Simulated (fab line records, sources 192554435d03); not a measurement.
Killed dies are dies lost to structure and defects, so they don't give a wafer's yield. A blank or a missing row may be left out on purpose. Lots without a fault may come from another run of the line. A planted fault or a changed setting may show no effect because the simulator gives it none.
fab line records | flow n5_finfet
record lots=5 wafers=12 last_day=21
route steps=1938 shown MOL_CONTACT_COAG@624 BEOL_M0_SAQP@632 BEOL_M4@1111 PASSIVATION@1936
lots that met no fault: from a run of the same line without faults
start_h: hours from the record's first day to the start of the lot's first wafer shown | wait_h: hours since the lot's step before | " the same as in the row above | L1.1+2: a row that stands for several wafers | - no value, or no start given | * or withheld: withheld | < > ~ a bound
route shown NAME@n: a module of which the file shows steps, and the number in the route of the first | usual: mean/standard deviation of fault-free wafers | same: alike in all rows | chamber/n: place in a boat | sites: the reading at each site | _std_site: their standard deviation | _edge_site: outer sites' mean less inner sites' | radius_mm: how far each site lies from the wafer's centre | mask NAME#n: copy n | behind: the tool/chamber that last shaped the wafer | hold: why the lot was held/for how many hours/how that ended | device: the transistor (n, p or np) that didn't switch | end of line: the same wafers' tests at the end of the route | a step without rows: its recipe alone | killed: dies lost to structure and defects at the first sort, not the wafer's yield | map: a wafer's dies, x killed, . not, _ none there
set.NAME: the setting as run; set.NAME@STEP: as run at that earlier step | model.NAME: the simulator's own value behind a step, which no gauge read
lots at some steps of the route; a table a step, a row a wafer
services: from which hour (start_h, from the record's first day; less than 0 if before it) a tool's chamber was out of use, for how many hours, and why
## steps
# step N5_MOL_CONTACT_COAG_CVD_140
# recipe material=W target_thk_a=665 mode=selective_fill temp_c=300 time_s=215
# step N5_MOL_CONTACT_COAG_PRECLEAN_127
# recipe chemistry=DIW time_s=57.5 temp_c=23
# step N5_MOL_CONTACT_COAG_SRD_128
# recipe dry_time_s=32 dry=n2_spin spin_rpm=1500
# step N5_MOL_CONTACT_COAG_CMP_52
# recipe stop_on=SiO2 t_overpolish_s=1.5 post_cmp_clean=w_dilute_nh4oh down_force_psi=4 platen_rpm=50.289 pad_velocity_m_s=1.0006 target_thk_nm=66.5
# step N5_MOL_CONTACT_COAG_ANNEAL_112
# recipe temp_c=400 time_s=1800 ambient=HPD2 pressure_atm=10
# step N5_BEOL_M0_SAQP_PECVD_00
# recipe material=SiCN target_thk_a=80 temp_c=withheld precursor=3MS/NH3 pressure_torr=3 rf_w=202 time_s=14
# step N5_BEOL_M0_SAQP_ILD_DEP_01
# recipe material=SiOC target_thk_a=454.19 temp_c=350 precursor=DEMS/O2 pressure_torr=5 rf_w=500 time_s=8.7
# step N5_BEOL_M0_SAQP_HM_DEP_02
# recipe material=TiN target_thk_a=120 temp_c=25 chamber_pressure_pa=0.49996
# step N5_BEOL_M0_SAQP_PECVD_03
# recipe material=SiCN target_thk_a=120 temp_c=withheld precursor=3MS/NH3 pressure_torr=3 rf_w=202 time_s=21.1
# step N5_BEOL_M0_SAQP_PECVD_96
# recipe material=a-Si target_thk_a=450 temp_c=350 precursor=SiH4/He pressure_torr=3 rf_w=100 time_s=45.2
# usual heater_power_w=581/57 run_length_s=81.2/0.54 showerhead_plenum_p_Torr=5.66/0.041 throttle_valve_pct=18.0/0.56
# columns lot.wafer tool chamber start_h wait_h heater_power_w run_length_s showerhead_plenum_p_Torr throttle_valve_pct model.a-Si_of_BEOL_M0_SAQP_PECVD_96.thk_nm
L619.1 pecvd-04 1 142.66 0.0 539 81.6 5.70 17.7 45.6
L619.2 " 0 " " 605 80.7 5.61 18.2 44.8
L619.6 " 2 " " 479 80.7 5.64 17.9 46
L625.1 pecvd-04 0 179.93 0.0 535 69.6 5.61 18.7 34
L625.2 " 1 " " 558 82.1 5.71 17.3 45.8
L628.1 pecvd-04 1 196.10 0.0 475 70.7 5.72 17.6 33.8
L628.5 " 2 " " 535 69.7 5.61 18.2 34.8
L629.1 pecvd-04 2 203.42 0.0 504 69.7 5.62 18.1 34
L629.2 " 0 " " 588 80.4 5.60 18.7 45.2
L634.1 pecvd-02 1 231.19 0.0 569 81.8 5.66 18.1 44.6
L634.2 " 2 " " 561 80.4 5.62 17.9 44.4
L634.3 " 0 " " 599 81.1 5.70 18.5 44.2
# step N5_BEOL_M0_SAQP_PECVD_97
# recipe material=SiNx target_thk_a=230 temp_c=350 precursor=SiH4/NH3/N2 pressure_torr=1.5 rf_w=300 time_s=19.9
# step N5_BEOL_M0_SAQP_PECVD_04
# recipe material=a-Si target_thk_a=600 temp_c=350 precursor=SiH4/He pressure_torr=3 rf_w=100 time_s=60.2
# step N5_BEOL_M0_SAQP_HM_DEP_111
# recipe material=SiO2 target_thk_a=120 temp_c=400 precursor=SiH4/N2O pressure_torr=0.75 rf_w=275 time_s=7.2
# step N5_BEOL_M0_SAQP_COAT_81
# recipe resist=SOC temp_c=250 time_s=60 spin_rpm=1500 resist_thk_nm=100
# step N5_BEOL_M0_SAQP_COAT_82
# recipe resist=SiARC temp_c=220 time_s=60 spin_rpm=1500 resist_thk_nm=30
# step N5_BEOL_M0_SAQP_COAT_08
# recipe resist=CAR-ArF spin_rpm=1500 resist_thk_nm=90
# step N5_BEOL_M0_SAQP_EBR_10
# recipe solvent=PGMEA ebr_width_mm=1.5
# step N5_BEOL_M0_SAQP_SOFTBAKE_09
# recipe temp_c=110 time_s=60 resist=CAR-ArF
# step N5_BEOL_M0_SAQP_EXPOSE_11
# recipe mask_id=M0_CORE na=1.35 source_shape=dipole sigma_inner=0.538 sigma_outer=0.738 polarization=te target_cd_nm=42 dose_mj=55
# step N5_BEOL_M0_SAQP_PEB_12
# recipe peb_temp_c=withheld peb_time_s=60 resist=CAR-ArF
# step N5_BEOL_M0_SAQP_DEVELOP_13
# recipe develop_time_s=30 developer=TMAH resist=CAR-ArF dev_temp_c=23 rinse_liquid=diw dry=air_spin
# step N5_BEOL_M0_SAQP_DESCUM_19
# recipe chemistry=O2 time_s=7.9 source_power_w=50 bias_power_w=20 pressure_mtorr=20 rf_frequency_hz=2.712e+07 temp_c=40 resist=CAR-ArF o2_flow_sccm=225
# step N5_BEOL_M0_SAQP_ETCH_83
# recipe chemistry=CF4 target=SiARC target_depth_a=390 mask_material=CAR-ArF time_s=65 ion_energy_ev=80 pressure_mtorr=40 source_w=545 bias_w=36 Ar_flow_sccm=100 cf4_flow_sccm=100 ends=cleared
# step N5_BEOL_M0_SAQP_ETCH_84
# recipe chemistry=N2/H2 target=SOC target_depth_a=1000 overetch_a=200 mask_material=SiARC temp_c=40 time_s=150 ion_energy_ev=200 pressure_mtorr=30 source_w=840 bias_w=150 n2_flow_sccm=200 h2_flow_sccm=200
# step N5_BEOL_M0_SAQP_STRIP_80
# recipe chemistry=N2/H2 temp_c=40 n2_flow_sccm=200 h2_flow_sccm=200 rf_frequency_hz=6e+07
# step N5_BEOL_M0_SAQP_HM_OPEN_112
# recipe chemistry=CHF3/O2 target=SiO2 stop_on=a-Si target_depth_a=120 over_etch_frac=1.25 mask_material=SOC time_s=13.5 pressure_mtorr=30 source_w=650 bias_w=170 Ar_flow_sccm=200 CHF3_flow_sccm=50 O2_flow_sccm=5 ion_energy_ev=200 ends=end_point
# step N5_BEOL_M0_SAQP_STRIP_113
# recipe chemistry=CHF3/O2 resist=SiARC rf_frequency_hz=6e+07
# step N5_BEOL_M0_SAQP_MANDREL_ETCH_20
# recipe target_depth_a=600 chemistry=HBr/Cl2 target=a-Si stop_on=SiNx bt_time_s=10 mask_material=SOC over_etch_frac=0.5 time_s=30 pressure_mtorr=10 icp_w=800 bias_w=75 HBr_flow_sccm=150 Cl2_flow_sccm=80 ends=end_point
# step N5_BEOL_M0_SAQP_STRIP_86
# recipe chemistry=N2/H2 power_w=500 temp_c=40 pressure_mtorr=50 rf_frequency_hz=6e+07 overash_fraction=0.3 bias_power_w=28 h2_frac=0.5 n2_flow_sccm=300 h2_flow_sccm=300
# step N5_BEOL_M0_SAQP_STRIP_115
# recipe chemistry=post_etch_residue_remover time_s=60 temp_c=25 remover_ph=withheld remover_water_wt_pct=withheld remover_fluoride_wt_pct=withheld
# step N5_BEOL_M0_SAQP_SRD_93
# recipe dry=ipa_marangoni time_s=30 temp_c=23 rinse_liquid=diw
# step N5_BEOL_M0_SAQP_RECESS_114
# recipe chemistry=HF/NH3 target=SiO2 target_depth_a=144 afs_cycles=3 temp_c=30 sublimation_temp_c=180 sublimation_time_s=60
# step N5_BEOL_M0_SAQP_SPACER1_ALD_98
# recipe material=SiO2 target_thk_a=128 temp_c=300 ald_precursor_family=BDEAS ald_co_reactant=O2-plasma pulse_time_s=1 purge_time_s=2 co_reactant_purge_time_s=2 ald_cycles=138 pressure_torr=2
# step N5_BEOL_M0_SAQP_SPACER1_ETCHBACK_99
# recipe chemistry=CHF3/O2 mode=anisotropic_etchback target=SiO2 target_depth_a=154 time_s=7.7 pressure_mtorr=30 source_w=650 bias_w=170 Ar_flow_sccm=200 CHF3_flow_sccm=50 O2_flow_sccm=5 ion_energy_ev=200
# step N5_BEOL_M0_SAQP_MANDREL1_REMOVE_100
# recipe chemistry=HBr/Cl2/O2 bt_time_s=10 target=a-Si stop_on=SiNx endpoint=OES-SiCl over_etch_frac=0.85 icp_w=600 bias_w=30 HBr_flow_sccm=150 Cl2_flow_sccm=80 O2_flow_sccm=5 pressure_mtorr=10
# step N5_BEOL_M0_SAQP_MANDREL_ETCH_103
# recipe chemistry=HBr/Cl2 target=a-Si target_depth_a=450 bt_time_s=10 stop_on=SiCN mask_material=SiO2 over_etch_frac=0.8 time_s=27 pressure_mtorr=10 icp_w=800 bias_w=75 HBr_flow_sccm=150 Cl2_flow_sccm=80 ends=end_point
# usual drypump_motor_current_A=5.7/0.42 oes_product_au=0.684/0.013 throttle_valve_pct=35.25/0.23
# columns lot.wafer tool chamber start_h wait_h drypump_motor_current_A oes_product_au rf_hours_counter_h throttle_valve_pct model.etch.depth_nm
L619.1 rie_si-02 1 145.72 0.0 5.4 0.703 37 35.07 45.68
L619.2 " 2 " " 5.9 0.682 171 34.98 44.76
L619.6 " 0 " " 5.8 0.691 - 35.46 46
L625.1 rie_si-02 1 182.36 0.0 5.4 0.601 37 35.29 33.92
L625.2 " 2 " " 6.0 0.691 172 34.96 45.81
L628.1 rie_si-06 1 199.54 0.0 6.1 0.583 52 35.53 33.85
L628.5 " 1 " " 6.1 0.592 - 35.50 34.77
L629.1 rie_si-06 2 205.91 0.0 6.1 0.576 90 35.10 33.93
L629.2 " 0 " " 5.6 0.673 62 35.63 45.23
L634.1 rie_si-06 0 233.56 0.0 5.6 0.659 63 35.61 44.68
L634.2 " 1 " " 6.1 0.665 52 35.32 44.45
L634.3 " 3 " " 5.9 0.694 136 35.37 44.15
# step N5_BEOL_M0_SAQP_SPACER2_ETCHBACK_27
# recipe chemistry=CHF3/O2 mode=anisotropic_etchback target=SiO2 target_depth_a=225 time_s=11.25 pressure_mtorr=30 source_w=650 bias_w=170 Ar_flow_sccm=200 CHF3_flow_sccm=50 O2_flow_sccm=5 ion_energy_ev=200
# usual drypump_motor_current_A=5.9/0.39 oes_product_au=0.81/0.086 rf_vpp_V=522/6.4 showerhead_plenum_p_Torr=2.40/0.071 throttle_valve_pct=18.87/0.14
# columns lot.wafer tool chamber start_h wait_h drypump_motor_current_A oes_product_au rf_hours_counter_h rf_vpp_V showerhead_plenum_p_Torr throttle_valve_pct model.a-Si_of_BEOL_M0_SAQP_PECVD_96.thk_nm
L619.1 rie_diel-03 1 147.12 0.3 5.2 0.70 211 530 2.48 18.73 43.6
L619.2 " 3 " " 6.2 0.82 84 517 2.34 18.67 42.6
L619.6 " 1 " " 5.2 0.71 - 531 2.48 18.73 43.8
L625.1 rie_diel-01 0 184.56 0.4 5.4 0.93 14 519 2.37 18.86 31.8
L625.2 " 2 " " 5.6 0.81 74 527 2.44 19.07 43.6
L628.1 rie_diel-03 1 201.07 0.4 5.2 0.70 228 532 2.47 18.77 31.6
L628.5 " 3 " " 6.1 0.80 - 518 2.33 18.71 32.6
L629.1 rie_diel-01 3 207.29 0.3 6.1 0.90 37 515 2.45 18.68 31.8
L629.2 " 0 " " 5.4 0.91 19 517 2.37 18.87 43
L634.1 rie_diel-06 1 234.94 0.3 6.3 0.90 29 513 2.37 18.95 42.6
L634.2 " 2 " " 5.5 0.78 123 521 2.43 18.83 42.2
L634.3 " 0 " " 6.5 0.74 162 527 2.50 18.87 42
# step N5_BEOL_M4_RC_MEAS_101
# usual DIBL_N=36.3/1.1 DIBL_P=36.3/1.4 IOFF_N=0.155/0.019 IOFF_P=0.211/0.027 ION_N=672/8.5 ION_P=462/5.8 SS_N=71.5/0.56 SS_P=73.3/0.52 VT_N=249.9/2.5 VT_P=-249.8/2.8
# columns lot.wafer tool chamber start_h wait_h DIBL_N[mV/V] DIBL_P[mV/V] IOFF_N[nA/um] IOFF_P[nA/um] ION_N[uA/um] ION_P[uA/um] SS_N[mV/dec] SS_P[mV/dec] VT_N[mV] VT_P[mV]
L619.1 prober-01 0 256.89 0.0 34.6 33.0 0.116 0.163 660 453 70.9 72.6 253.1 -254.6
L619.2 " 0 " " 38.5 37.7 0.177 0.217 671 459 71.1 74.3 247.6 -254.1
L619.6 " 0 " " 36.9 36.7 0.152 0.209 665 456 71.6 73.0 250.0 -247.1
L625.1 prober-01 0 335.47 0.0 35.5 34.0 0.142 0.183 671 461 70.7 72.5 250.7 -249.9
L625.2 " 0 " " 36.5 35.7 0.165 0.208 672 459 72.0 73.7 248.7 -251.2
L629.1 prober-01 0 351.28 0.0 34.7 36.1 0.133 0.200 662 465 71.6 72.9 254.5 -250.6
L629.2 " 0 " " 36.5 37.6 0.151 0.209 661 458 72.0 73.4 251.8 -251.9
L634.1 prober-01 0 368.20 0.0 37.3 39.4 0.209 0.284 680 470 72.2 73.1 247.2 -244.7
L634.2 " 0 " " 36.1 38.4 0.178 0.258 674 465 71.7 73.7 249.4 -248.1
L634.3 " 0 " " 35.0 37.1 0.165 0.238 675 470 71.0 73.3 247.5 -246.2
L628.1 prober-01 0 391.32 0.0 35.9 36.9 0.156 0.221 670 460 70.8 73.5 250.6 -248.0
L628.5 " 0 " " 36.1 36.5 0.168 0.222 681 466 71.4 73.5 247.5 -247.2
# step N5_PASSIVATION_PROBE_49
# usual defect_limited_yield=91.4/1.2 killed_at_M0_to_M3=34/10 killed_at_M4_up=14/5.1 killed_at_contacts=12/6.4 killed_at_front_end=38/9.3 killed_at_other=4/3 killed_dies=102/15 killed_open=67/12 killed_short=33/6.9 sort_bin_5_function=5.0/0.86 sort_bin_6_memory=3.2/0.58 sort_n_pass=1078/15 sort_yield_pct=91.4/1.2
# same gross_dies=1180 killed_at_back_side=0 sort_bin_4_leakage[%]=0 sort_bin_8_speed[%]=0
# columns lot.wafer tool chamber start_h wait_h defect_limited_yield[%] killed_at_M0_to_M3 killed_at_M4_up killed_at_contacts killed_at_front_end killed_at_other killed_dies killed_open killed_short sort_bin_5_function[%] sort_bin_6_memory[%] sort_n_pass sort_yield_pct[%]
L625.1 prober-01 - 438.46 0.0 91.8 31 9 19 31 7 97 62 33 5.3 2.8 1083 91.8
L625.2 prober-01 - 438.51 0.1 91.2 27 15 15 41 6 104 64 40 5.2 3.1 1076 91.2
L634.1 prober-01 - 475.56 0.0 90.3 27 17 28 43 0 115 74 40 6.1 3.3 1065 90.3
L634.2 prober-01 - 475.61 0.1 88.0 41 18 30 48 5 142 103 39 7.6 3.8 1038 88.0
L634.3 prober-01 - 475.66 0.1 92.5 15 14 17 41 2 89 54 33 4.4 3.1 1091 92.5
# killed by level:class
L625.1 MOL_CONTACT_COAG:geometric_particle:open=15 BEOL_M2:geometric_particle:open=11 BEOL_M3:geometric_particle:open=7 FIN_SAQP:geometric_particle:short=6 MOL_CONTACT_COAG:geometric_particle:short=4 BEOL_M1:geometric_particle:open=4 STARTING-WAFER:geometric_particle:short=4 FIN_SAQP:geometric_particle:open=3
L625.2 FIN_SAQP:geometric_particle:open=9 FIN_SAQP:geometric_particle:short=9 MOL_CONTACT_COAG:geometric_particle:open=9 BEOL_M1:geometric_particle:open=9 MOL_CONTACT_COAG:geometric_particle:short=6 STARTING-WAFER:geometric_particle:short=5 GATE_CUT:geometric_particle:short=4 BEOL_M3:geometric_particle:open=4
L634.1 MOL_CONTACT_COAG:geometric_particle:open=24 FIN_SAQP:geometric_particle:open=9 GATE_CUT:geometric_particle:short=9 BEOL_M0_SAQP:geometric_particle:open=9 FIN_SAQP:geometric_particle:short=8 BEOL_M4:geometric_particle:open=7 DUMMY_GATE:geometric_particle:open=5 BEOL_M0_SAQP:geometric_particle:short=5
L634.2 MOL_CONTACT_COAG:geometric_particle:open=27 STI_FIN_REVEAL:geometric_particle:open=17 BEOL_M0_SAQP:geometric_particle:open=17 BEOL_M0_SAQP:geometric_particle:short=14 BEOL_M4:geometric_particle:open=10 FIN_SAQP:geometric_particle:open=6 GATE_CUT:geometric_particle:short=6 FIN_SAQP:geometric_particle:short=5
L634.3 MOL_CONTACT_COAG:geometric_particle:open=14 STI_FIN_REVEAL:geometric_particle:open=7 FIN_SAQP:geometric_particle:open=6 FIN_SAQP:geometric_particle:short=6 GATE_CUT:geometric_particle:short=5 BEOL_M0_SAQP:geometric_particle:short=5 BEOL_M4:geometric_particle:open=5 DUMMY_GATE:geometric_particle:short=3
## services
# columns tool chamber start_h hours kind
rie_diel-06 1 123.02 - clean
rie_diel-06 1 123.02 - consumable_replace:focus_ring
rie_diel-06 1 123.02 17.3 scheduled_down
rie_diel-06 1 123.02 17.3 vent_cycle
rie_diel-03 0 125.34 6.0 repair
rie_diel-01 0 128.42 - clean
rie_diel-01 0 128.42 - consumable_replace:focus_ring
rie_diel-01 0 128.42 12.2 scheduled_down
rie_diel-01 0 128.42 12.2 vent_cycle
pecvd-02 - 135.57 2.8 pm
pecvd-02 - 146.48 1.5 repair
pecvd-04 0 148.08 16.5 scheduled_down
rie_diel-01 2 154.65 6.9 repair
rie_si-06 0 180.07 11.6 repair
rie_diel-01 0 189.86 5.1 repair
rie_si-06 2 193.58 4.4 repair
rie_diel-01 2 208.89 1.8 repair
pecvd-04 - 210.50 0.8 pm
rie_diel-01 - 225.35 2.8 pm
rie_diel-01 1 228.66 - clean
rie_diel-01 1 228.66 - consumable_replace:focus_ring
rie_diel-01 1 228.66 - consumable_replace:showerhead
rie_diel-01 1 228.66 18.6 scheduled_down
rie_diel-01 1 228.66 18.6 vent_cycle
## key
first_sign step=N5_BEOL_M0_SAQP_PECVD_96 reading=run_length_s direction=down sigmas=21 usual=* struck=*
effect step=N5_BEOL_M0_SAQP_MANDREL_ETCH_103 reading=oes_product_au direction=down sigmas=7.5 usual=0.684 struck=0.588
model_effect step=N5_BEOL_M0_SAQP_PECVD_96 value=a-Si_of_BEOL_M0_SAQP_PECVD_96.thk_nm without=45.2 struck=34.15
model_effect step=N5_BEOL_M0_SAQP_MANDREL_ETCH_103 value=etch.depth_nm without=45.18 struck=34.12
model_effect step=N5_BEOL_M0_SAQP_SPACER2_ETCHBACK_27 value=a-Si_of_BEOL_M0_SAQP_PECVD_96.thk_nm without=43 struck=31.95
met_at N5_BEOL_M0_SAQP_PECVD_96
struck_wafers L625.1,L628.1,L628.5,L629.1
onset_between 142.66 179.93
fault kind=process_parameter_drift tool=pecvd-04 chamber=- onset_h=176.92 steps=N5_BEOL_M0_SAQP_PECVD_96 channel=time_s offset=* shape=step end_h=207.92 scope=struck_wafers_only acts_in=* stated=*
